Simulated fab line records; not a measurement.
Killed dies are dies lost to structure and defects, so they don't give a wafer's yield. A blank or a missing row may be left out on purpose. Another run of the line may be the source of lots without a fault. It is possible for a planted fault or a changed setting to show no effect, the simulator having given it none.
Which tool is to blame?	flow n5 finfet	21 lots, 63 wafers sampled, at 6 steps of a route of 1938

WHAT THE GAUGES READ, wafer by wafer
No reading from a measuring or inspecting step in the record can be judged against a usual standard deviation.

WHICH TOOL RAN EACH LOT (tool, then ch and the chambers of the sampled wafers, then the start)
lot	N5_BEOL_M10_STRIP_77	N5_BEOL_M11_ETCH_62	N5_BEOL_M11_STRIP_67	N5_BEOL_M11_TRENCH_ETCH_37	N5_BEOL_M11_ALD_74	N5_BEOL_M11_ANNEAL_51
L074	rie diel-01 ch 1,2,3, day 9 12:02 or earlier	rie diel-05 ch 0,1,3, day 9 12:02	rie diel-05 ch 0,1,3, day 9 12:11	rie diel-06 ch 0,1, day 9 15:50 or earlier	ald metal-04 ch 1,2,3, day 9 15:50	rtp anneal-01 ch 0, day 9 16:45
L078	rie diel-04 ch 0,1,2, day 11 01:10 or earlier	rie diel-05 ch 0,1,3, day 11 01:10	rie diel-05 ch 0,1,3, day 11 01:19	rie diel-02 ch 0,1,2, day 11 06:56 or earlier	ald metal-04 ch 1,2,3, day 11 06:56	rtp anneal-02 ch 0, day 11 07:46
L075	rie diel-04 ch 0,3, day 11 07:43 or earlier	rie diel-02 ch 0,2,3, day 11 07:43	rie diel-02 ch 0,2,3, day 11 07:52	rie diel-06 ch 1,2, day 11 10:34 or earlier	ald metal-03 ch 0,3, day 11 10:34	rtp anneal-02 ch 0, day 11 11:59
L076	rie diel-01 ch 1,2, day 11 16:13 or earlier	rie diel-05 ch 0,1,3, day 11 16:13	rie diel-05 ch 0,1,3, day 11 16:21	rie diel-06 ch 0,3, day 11 19:15 or earlier	ald metal-03 ch 0,2, day 11 19:15	rtp anneal-01 ch 0, day 11 20:34
L079	rie diel-04 ch 1,3, day 11 22:40 or earlier	rie diel-06 ch 1,2, day 11 22:40	rie diel-06 ch 1,2, day 11 22:48	rie diel-06 ch 0,1,3, day 12 01:25 or earlier	ald metal-04 ch 1,3, day 12 01:25	rtp anneal-01 ch 0, day 12 04:21
L081	rie diel-04 ch 2,3, day 12 22:20 or earlier	rie diel-06 ch 0,3, day 12 22:20	rie diel-06 ch 0,3, day 12 22:28	rie diel-02 ch 0,3, day 13 01:38 or earlier	ald metal-02 ch 3, day 13 01:38	rtp anneal-02 ch 0, day 13 02:47
L083	rie diel-03 ch 0,3, day 12 22:05 or earlier	rie diel-06 ch 0,2, day 12 22:05	rie diel-06 ch 0,2, day 12 22:13	rie diel-06 ch 1,2,3, day 13 01:54 or earlier	ald metal-04 ch 1,2,3, day 13 01:54	rtp anneal-01 ch 0, day 13 03:14
L082	rie diel-03 ch 1,2,3, day 12 23:16 or earlier	rie diel-02 ch 0,2, day 12 23:16	rie diel-02 ch 0,2, day 12 23:25	rie diel-02 ch 0,1,2, day 13 02:01 or earlier	ald metal-03 ch 1,3, day 13 02:01	rtp anneal-02 ch 0, day 13 03:22
L084	rie diel-01 ch 1,2,3, day 13 01:35 or earlier	rie diel-05 ch 2,3, day 13 01:35	rie diel-05 ch 2,3, day 13 01:44	rie diel-05 ch 0,1,2, day 13 06:53 or earlier	ald metal-04 ch 0,1,3, day 13 06:53	rtp anneal-01 ch 0, day 13 10:56
L085	rie diel-03 ch 0,2, day 13 05:44 or earlier	rie diel-02 ch 0,1, day 13 05:44	rie diel-02 ch 0,1, day 13 05:53	rie diel-02 ch 1,2, day 13 11:03 or earlier	ald metal-03 ch 0,2,3, day 13 11:03	rtp anneal-02 ch 0, day 13 12:21
L086	rie diel-04 ch 0,1, day 13 14:38 or earlier	rie diel-05 ch 1,2, day 13 14:38	rie diel-05 ch 1,2, day 13 14:47	rie diel-05 ch 0,1,2, day 13 17:52 or earlier	ald metal-02 ch 1,3, day 13 17:52	rtp anneal-02 ch 0, day 13 19:46
L087	rie diel-03 ch 0,1,3, day 14 02:58 or earlier	rie diel-05 ch 1,2,3, day 14 02:58	rie diel-05 ch 1,2,3, day 14 03:07	rie diel-02 ch 1,2, day 14 06:43 or earlier	ald metal-03 ch 0,2, day 14 06:43	rtp anneal-01 ch 0, day 14 07:26
L088	rie diel-01 ch 0,1,2, day 14 03:19 or earlier	rie diel-05 ch 0,3, day 14 03:19	rie diel-05 ch 0,3, day 14 03:28	rie diel-06 ch 0,1, day 14 07:10 or earlier	ald metal-03 ch 2,3, day 14 07:10	rtp anneal-02 ch 0, day 14 09:45
L089	rie diel-01 ch 1,2,3, day 14 05:41 or earlier	rie diel-06 ch 1,2,3, day 14 05:41	rie diel-06 ch 1,2,3, day 14 05:49	rie diel-02 ch 1,3, day 14 09:52 or earlier	ald metal-03 ch 0,2,3, day 14 09:52	rtp anneal-01 ch 0, day 14 11:24
L090	rie diel-03 ch 0,1,2, day 14 19:58 or earlier	rie diel-06 ch 1,2,3, day 14 19:58	rie diel-06 ch 1,2,3, day 14 20:07	rie diel-06 ch 1,2,3, day 14 23:20 or earlier	ald metal-02 ch 0,1,3, day 14 23:20	rtp anneal-01 ch 0, day 15 00:22
L091	rie diel-04 ch 0,2,3, day 15 03:10 or earlier	rie diel-02 ch 1,2, day 15 03:10	rie diel-02 ch 1,2, day 15 03:18	rie diel-05 ch 0,3, day 15 08:03 or earlier	ald metal-03 ch 0,2, day 15 08:03	rtp anneal-01 ch 0, day 15 09:14
L094	rie diel-04 ch 0,1,3, day 15 09:50 or earlier	rie diel-06 ch 1,2,3, day 15 09:50	rie diel-06 ch 1,2,3, day 15 09:59	rie diel-05 ch 2,3, day 15 14:26 or earlier	ald metal-02 ch 1,3, day 15 14:26	rtp anneal-02 ch 0, day 15 16:48
L092	rie diel-03 ch 1,3, day 15 10:59 or earlier	rie diel-02 ch 0,1,3, day 15 10:59	rie diel-02 ch 0,1,3, day 15 11:08	rie diel-02 ch 0,2,3, day 15 13:40 or earlier	ald metal-03 ch 0,2,3, day 15 13:40	rtp anneal-02 ch 0, day 15 14:34
L093	rie diel-04 ch 0,1,3, day 15 11:12 or earlier	rie diel-05 ch 0,2,3, day 15 11:12	rie diel-05 ch 0,2,3, day 15 11:21	rie diel-06 ch 1,2,3, day 15 13:53 or earlier	ald metal-02 ch 0,2,3, day 15 13:53	rtp anneal-01 ch 0, day 15 14:45
L096	rie diel-03 ch 1,2,3, day 16 02:03 or earlier	rie diel-05 ch 0,2,3, day 16 02:03	rie diel-05 ch 0,2,3, day 16 02:11	rie diel-02 ch 1,3, day 16 06:19 or earlier	ald metal-04 ch 0,1, day 16 06:19	rtp anneal-02 ch 0, day 16 07:02
L097	rie diel-04 ch 0,1, day 16 06:59 or earlier	rie diel-06 ch 0,1,3, day 16 06:59	rie diel-06 ch 0,1,3, day 16 07:08	rie diel-05 ch 0,1,3, day 16 10:03 or earlier	ald metal-04 ch 1,2, day 16 10:03	rtp anneal-01 ch 0, day 16 11:35
- N5_BEOL_M10_STRIP_77: strips in N2/H2, time 10 s.
- N5_BEOL_M11_ETCH_62: etches SOC in N2/H2, target depth 110 nm, overetch 22 nm, time 165 s.
- N5_BEOL_M11_STRIP_67: strips in CF4.
- N5_BEOL_M11_TRENCH_ETCH_37: etches SiCOH lowk in C4F6/O2, target depth 148.83 nm, time 48 s.
- N5_BEOL_M11_ALD_74: deposits TaN, target thk 2 nm, pulse time 2 s, purge time 3 s.
- N5_BEOL_M11_ANNEAL_51: time 90 s.

WHAT THE TOOLS THEMSELVES READ (means of the sampled wafers that have a number; where no wafer has one, the mark that the record gives instead)
N5_BEOL_M10_STRIP_77.
lot	tool	drypump motor current A (A)	oes product au (a.u.)	rf vpp V (V)	showerhead plenum p Torr (Torr)	temp c (C)	throttle valve pct (%)
L074	rie diel-01	6.2	0.77	59.1	2.54	40.04	23.85
L078	rie diel-04	5.4	0.72	59.6	2.55	39.99	23.96
L075	rie diel-04	5.8	0.84	58.8	2.49	40.01	23.75
L076	rie diel-01	6.4	0.72	58.9	2.52	40.18	23.96
L079	rie diel-04	6.0	0.85	59.6	2.54	40.00	23.81
L081	rie diel-04	5.5	0.76	59.5	2.49	39.99	23.86
L083	rie diel-03	5.7	0.96	59.5	2.56	39.91	23.31
L082	rie diel-03	6.0	0.84	58.7	2.50	39.97	23.67
L084	rie diel-01	6.2	0.74	58.9	2.53	40.08	23.87
L085	rie diel-03	5.7	0.77	59.5	2.54	40.07	23.63
L086	rie diel-04	5.5	0.86	59.8	2.54	39.89	23.74
L087	rie diel-03	5.9	0.92	59.5	2.52	39.97	23.52
L088	rie diel-01	6.3	0.74	58.9	2.56	39.96	23.87
L089	rie diel-01	6.2	0.74	59.2	2.53	40.06	23.90
L090	rie diel-03	5.8	0.83	59.6	2.53	40.06	23.67
L091	rie diel-04	5.5	0.81	59.0	2.49	40.01	23.75
L094	rie diel-04	5.7	0.83	59.4	2.53	40.09	23.81
L092	rie diel-03	6.0	0.88	58.7	2.48	40.02	23.71
L093	rie diel-04	5.7	0.82	58.9	2.53	40.01	23.80
L096	rie diel-03	6.0	0.80	59.2	2.49	39.94	23.70
L097	rie diel-04	5.6	0.77	59.7	2.58	40.07	23.95

N5_BEOL_M11_ETCH_62.
lot	tool	drypump motor current A (A)	oes product au (a.u.)	rf vpp V (V)	showerhead plenum p Torr (Torr)	temp c (C)	throttle valve pct (%)
L074	rie diel-05	5.7	0.74	525.5	2.62	39.92	17.78
L078	rie diel-05	5.7	0.73	525.4	2.61	40.00	17.80
L075	rie diel-02	5.6	0.72	524.4	2.58	39.97	17.71
L076	rie diel-05	5.8	0.72	525.6	2.61	40.02	17.80
L079	rie diel-06	5.8	0.62	521.4	2.45	39.90	17.90
L081	rie diel-06	6.3	0.68	522.4	2.50	40.04	17.76
L083	rie diel-06	6.0	0.68	524.9	2.56	39.98	17.70
L082	rie diel-02	5.1	0.69	522.7	2.54	40.01	17.82
L084	rie diel-05	5.5	0.66	525.2	2.58	40.10	18.12
L085	rie diel-02	5.3	0.68	527.5	2.68	39.98	18.08
L086	rie diel-05	5.5	0.61	524.9	2.56	39.87	18.26
L087	rie diel-05	5.6	0.66	526.1	2.61	39.97	18.09
L088	rie diel-05	5.7	0.74	524.7	2.56	40.00	17.62
L089	rie diel-06	6.2	0.64	520.8	2.46	40.02	17.88
L090	rie diel-06	6.2	0.64	522.1	2.46	40.00	17.89
L091	rie diel-02	5.4	0.63	523.8	2.57	39.99	18.01
L094	rie diel-06	6.2	0.63	521.2	2.46	39.89	17.89
L092	rie diel-02	5.7	0.67	526.1	2.63	40.01	17.91
L093	rie diel-05	5.6	0.69	524.1	2.56	39.87	17.88
L096	rie diel-05	5.6	0.69	525.2	2.56	40.04	17.89
L097	rie diel-06	5.9	0.64	522.3	2.48	39.97	17.84

N5_BEOL_M11_STRIP_67.
lot	tool	drypump motor current A (A)	oes product au (a.u.)	rf vpp V (V)	showerhead plenum p Torr (Torr)	throttle valve pct (%)
L074	rie diel-05	5.7	0.88	271.2	1.85	13.41
L078	rie diel-05	5.7	0.86	271.4	1.84	13.45
L075	rie diel-02	5.6	0.85	271.2	1.82	13.47
L076	rie diel-05	5.7	0.85	272.0	1.84	13.45
L079	rie diel-06	5.9	0.74	270.2	1.74	13.69
L081	rie diel-06	6.3	0.81	271.4	1.76	13.50
L083	rie diel-06	6.0	0.79	271.9	1.80	13.47
L082	rie diel-02	5.1	0.81	271.0	1.79	13.57
L084	rie diel-05	5.5	0.77	271.8	1.82	13.80
L085	rie diel-02	5.2	0.81	272.7	1.88	13.76
L086	rie diel-05	5.5	0.72	272.6	1.80	13.93
L087	rie diel-05	5.6	0.77	271.3	1.84	13.76
L088	rie diel-05	5.7	0.88	271.2	1.80	13.28
L089	rie diel-06	6.2	0.75	270.3	1.75	13.69
L090	rie diel-06	6.2	0.75	270.9	1.74	13.70
L091	rie diel-02	5.4	0.73	271.6	1.81	13.69
L094	rie diel-06	6.2	0.75	270.1	1.74	13.72
L092	rie diel-02	5.7	0.79	272.3	1.85	13.63
L093	rie diel-05	5.6	0.81	270.5	1.81	13.57
L096	rie diel-05	5.6	0.81	271.4	1.81	13.58
L097	rie diel-06	5.9	0.76	270.4	1.75	13.58

N5_BEOL_M11_TRENCH_ETCH_37.
lot	tool	drypump motor current A (A)	oes_o_777_au (a.u.)	oes product au (a.u.)	rf vpp V (V)	showerhead plenum p Torr (Torr)	throttle valve pct (%)
L074	rie diel-06	5.6	0.76	0.77	663	2.78	20.84
L078	rie diel-02	5.3	0.81	0.80	658	2.90	20.99
L075	rie diel-06	5.8	0.72	0.73	665	2.76	21.02
L076	rie diel-06	6.2	0.82	0.81	659	2.79	20.83
L079	rie diel-06	5.9	0.78	0.79	660	2.78	20.85
L081	rie diel-02	5.6	0.86	0.86	661	2.97	21.02
L083	rie diel-06	6.2	0.75	0.75	662	2.77	21.01
L082	rie diel-02	5.2	0.79	0.79	659	2.90	21.00
L084	rie diel-05	5.6	0.78	0.77	664	2.85	21.02
L085	rie diel-02	5.3	0.77	0.75	659	2.81	20.88
L086	rie diel-05	5.6	0.78	0.77	664	2.85	21.02
L087	rie diel-02	5.2	0.75	0.75	659	2.80	20.89
L088	rie diel-06	5.6	0.73	0.75	662	2.77	20.88
L089	rie diel-02	6.2	0.81	0.81	663	2.90	20.79
L090	rie diel-06	6.2	0.75	0.74	661	2.77	21.02
L091	rie diel-05	5.7	0.88	0.88	666	2.86	20.66
L094	rie diel-05	5.5	0.77	0.76	668	2.88	21.20
L092	rie diel-02	5.6	0.82	0.81	661	2.87	20.92
L093	rie diel-06	6.2	0.74	0.74	662	2.76	21.04
L096	rie diel-02	5.9	0.75	0.74	661	2.90	20.92
L097	rie diel-05	5.7	0.81	0.81	663	2.90	20.89

N5_BEOL_M11_ALD_74.
lot	tool	heater power w (W)	mfc carrier sccm (sccm)	precursor vessel carrier sccm (sccm)
L074	ald metal-04	420	1499	999
L078	ald metal-04	418	1501	999
L075	ald metal-03	417	1504	999
L076	ald metal-03	383	1504	998
L079	ald metal-04	461	1501	1001
L081	ald metal-02	416	1502	997
L083	ald metal-04	422	1497	999
L082	ald metal-03	460	1494	996
L084	ald metal-04	457	1499	1000
L085	ald metal-03	421	1498	1002
L086	ald metal-02	426	1504	1002
L087	ald metal-03	377	1500	1004
L088	ald metal-03	456	1502	995
L089	ald metal-03	414	1493	1002
L090	ald metal-02	433	1501	1003
L091	ald metal-03	384	1501	997
L094	ald metal-02	423	1500	996
L092	ald metal-03	417	1500	1000
L093	ald metal-02	413	1496	1000
L096	ald metal-04	419	1498	997
L097	ald metal-04	389	1498	998

N5_BEOL_M11_ANNEAL_51.
lot	tool	wafer_temp_C_max
L074	rtp anneal-01	226.3
L078	rtp anneal-02	225.8
L075	rtp anneal-02	225.8
L076	rtp anneal-01	226.0
L079	rtp anneal-01	226.2
L081	rtp anneal-02	225.8
L083	rtp anneal-01	226.1
L082	rtp anneal-02	225.8
L084	rtp anneal-01	225.9
L085	rtp anneal-02	226.1
L086	rtp anneal-02	225.7
L087	rtp anneal-01	226.5
L088	rtp anneal-02	225.8
L089	rtp anneal-01	226.2
L090	rtp anneal-01	226.3
L091	rtp anneal-01	226.4
L094	rtp anneal-02	225.9
L092	rtp anneal-02	225.7
L093	rtp anneal-01	226.0
L096	rtp anneal-02	225.9
L097	rtp anneal-01	226.3

THE ANSWER, worked out from the rows above alone
Rule: the usual values come from the lots themselves. Put in order of their means at a reading, lots are off if they are a third of the lots or fewer, leave a main group of 4 or more, and stand apart from it by a gap of 3 or more times the standard deviation of the main group's means; of several such gaps the widest counts. A main group whose means are all the same, to the digits that the tables above print for the reading, isn't used. A lot without any number at a reading at which 4 lots or more have one is off too. Any other lot the step has rows for is counted as sound. First the gauges in route order, then the tools' own readings, where a lot's mean is used as printed above. The first step at which some lot is off is used, and at that step the reading that is off furthest; a lot without a number counts as furthest.
None of the lots is off at any reading shown; this tells nothing.

WHAT WAS PUT IN BY THE SIMULATOR
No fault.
